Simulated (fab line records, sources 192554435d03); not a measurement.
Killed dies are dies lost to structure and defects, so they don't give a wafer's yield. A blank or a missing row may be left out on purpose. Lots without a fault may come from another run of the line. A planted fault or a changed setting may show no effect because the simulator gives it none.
Which tool did it? | flow n5_finfet | 12 lots, 35 wafers sampled, at 4 steps of a route of 1938

WHAT THE GAUGES READ, wafer by wafer
N5_BEOL_M9_CD_MEAS_28: target cd 70 nm.
lot  | measured     | on        | cd_nm (nm)
L527 | day 9 16:40  | cd_sem-03 | 70.14 70.52
L528 | day 9 22:13  | cd_sem-01 | 70.02 69.51 69.81
L532 | day 10 18:22 | cd_sem-02 | 70.10 70.43 69.94
L533 | day 11 04:22 | cd_sem-02 | 70.48 70.10 70.17
L534 | day 11 09:07 | cd_sem-03 | 70.37 69.93 70.17
L536 | day 11 18:20 | cd_sem-03 | 70.53 70.25 70.06
L537 | day 12 03:16 | cd_sem-01 | 70.15 69.68 69.64
L539 | day 13 02:27 | cd_sem-03 | 69.39 70.52 70.12
L542 | day 13 10:16 | cd_sem-03 | 70.19 70.28 69.75
L546 | day 15 23:23 | cd_sem-03 | 69.98 70.22 70.18
L547 | day 16 02:43 | cd_sem-03 | 69.80 69.85 70.14
L548 | day 17 16:02 | cd_sem-02 | 69.50 69.77 70.00

WHICH TOOL RAN EACH LOT (tool, then ch and the chambers of the sampled wafers, then the start)
lot  | N5_BEOL_M8_DEGAS_44          | N5_BEOL_M8_ALD_77                   | N5_BEOL_M9_COAT_75
L527 | pvd_sputter-02, day 9 09:20  | ald_metal-04 ch 1,2, day 9 09:27    | litho_track-04 ch 0, day 9 16:17
L528 | pvd_sputter-03, day 9 17:20  | ald_metal-01 ch 0,2,3, day 9 17:26  | litho_track-04 ch 0, day 9 21:57
L532 | pvd_sputter-01, day 10 11:50 | ald_metal-04 ch 1,2,3, day 10 11:58 | litho_track-04 ch 0, day 10 17:56
L533 | pvd_sputter-03, day 10 22:19 | ald_metal-02 ch 0,1,2, day 10 22:25 | litho_track-02 ch 0, day 11 04:07
L534 | pvd_sputter-01, day 11 03:10 | ald_metal-01 ch 0,2,3, day 11 03:16 | litho_track-03 ch 0, day 11 08:52
L536 | pvd_sputter-02, day 11 10:41 | ald_metal-04 ch 1,2, day 11 10:47   | litho_track-02 ch 0, day 11 18:05
L537 | pvd_sputter-02, day 11 16:52 | ald_metal-01 ch 1,2,3, day 11 17:09 | litho_track-04 ch 0, day 12 02:53
L539 | pvd_sputter-03, day 12 20:26 | ald_metal-04 ch 1,2,3, day 12 20:33 | litho_track-02 ch 0, day 13 02:01
L542 | pvd_sputter-03, day 13 06:15 | ald_metal-04 ch 0,1,3, day 13 06:21 | litho_track-04 ch 0, day 13 10:00
L546 | pvd_sputter-01, day 15 13:52 | ald_metal-04 ch 2,3, day 15 13:59   | litho_track-04 ch 0, day 15 23:00
L547 | pvd_sputter-01, day 15 19:43 | ald_metal-02 ch 1,2,3, day 15 19:49 | litho_track-04 ch 0, day 16 02:26
L548 | pvd_sputter-03, day 17 08:37 | ald_metal-01 ch 1,3, day 17 08:43   | litho_track-02 ch 0, day 17 15:37
- N5_BEOL_M8_DEGAS_44: time 60 s.
- N5_BEOL_M8_ALD_77: deposits TaN, target thk 2 nm, pulse time 2 s, purge time 3 s.
- N5_BEOL_M9_COAT_75: time 60 s, resist thk 5 nm.

WHAT THE TOOLS THEMSELVES READ (means of the sampled wafers that have a number; where no wafer has one, the mark that the record gives instead)
N5_BEOL_M8_DEGAS_44.
lot  | tool           | heater_power_w (W) | susceptor_temp_C (C)
L527 | pvd_sputter-02 | 315                | 249.94
L528 | pvd_sputter-03 | 363                | 250.13
L532 | pvd_sputter-01 | 319                | 249.89
L533 | pvd_sputter-03 | 354                | 249.93
L534 | pvd_sputter-01 | 324                | 249.85
L536 | pvd_sputter-02 | 334                | 250.02
L537 | pvd_sputter-02 | 321                | 249.94
L539 | pvd_sputter-03 | 348                | 249.99
L542 | pvd_sputter-03 | 328                | 249.88
L546 | pvd_sputter-01 | 323                | 249.88
L547 | pvd_sputter-01 | 323                | 249.92
L548 | pvd_sputter-03 | 355                | 250.12

N5_BEOL_M8_ALD_77.
lot  | tool         | chamber_pressure_Torr (Torr) | heater_power_w (W) | susceptor_temp_C (C)
L527 | ald_metal-04 | 2.998                        | 456                | 275.24
L528 | ald_metal-01 | 3.000                        | 429                | 275.07
L532 | ald_metal-04 | 3.002                        | 457                | 275.00
L533 | ald_metal-02 | 2.996                        | 355                | 274.93
L534 | ald_metal-01 | 3.002                        | 425                | 274.92
L536 | ald_metal-04 | 2.995                        | 451                | 275.02
L537 | ald_metal-01 | 2.998                        | 432                | 275.24
L539 | ald_metal-04 | 2.999                        | 449                | 275.09
L542 | ald_metal-04 | 2.998                        | 442                | 274.99
L546 | ald_metal-04 | 3.006                        | 453                | 274.92
L547 | ald_metal-02 | 3.001                        | 363                | 274.75
L548 | ald_metal-01 | 2.999                        | 402                | 275.01

N5_BEOL_M9_COAT_75.
lot  | tool           | heater_power_total_W (W) | run_length_s (s)
L527 | litho_track-04 | 393.1                    | 66.05
L528 | litho_track-04 | 390.3                    | 66.08
L532 | litho_track-04 | 389.7                    | 66.19
L533 | litho_track-02 | 391.3                    | 66.34
L534 | litho_track-03 | 390.5                    | 66.29
L536 | litho_track-02 | 392.5                    | 66.28
L537 | litho_track-04 | 392.0                    | 66.20
L539 | litho_track-02 | 392.4                    | 66.38
L542 | litho_track-04 | 392.5                    | 66.10
L546 | litho_track-04 | 463.8                    | 51.38
L547 | litho_track-04 | 463.6                    | 51.38
L548 | litho_track-02 | 392.0                    | 66.42

THE ANSWER, worked out from the rows above alone
Rule: what is usual is taken from the lots themselves. Put in order of their means at a reading, lots are off if they are a third of the lots or fewer, leave a main group of 4 or more, and stand apart from it by a gap of 3 or more times the standard deviation of the main group's means; of several such gaps the widest counts. A main group whose means are all the same, to the digits that the tables above print for the reading, isn't used. A lot without any number at a reading at which 4 lots or more have one is off too. The other lots that the step has rows for count as sound. The gauges are gone through in route order, then the tools' own readings, and for those a lot's mean is taken as printed above. The first step at which some lot is off is used, and at that step the reading that is off furthest; a lot without a number counts as furthest.
Off: L546, L547, at N5_BEOL_M9_COAT_75 (run_length_s). The main group: mean 66.23 s, standard deviation 0.12.
A tool fits if, at that step or a process step before it, it ran every lot that is off, and no sound lot after the first of them. Can't be told from this: 2 tools fit, pvd_sputter-01 at N5_BEOL_M8_DEGAS_44, litho_track-04 at N5_BEOL_M9_COAT_75.

WHAT THE SIMULATOR HAD PUT IN
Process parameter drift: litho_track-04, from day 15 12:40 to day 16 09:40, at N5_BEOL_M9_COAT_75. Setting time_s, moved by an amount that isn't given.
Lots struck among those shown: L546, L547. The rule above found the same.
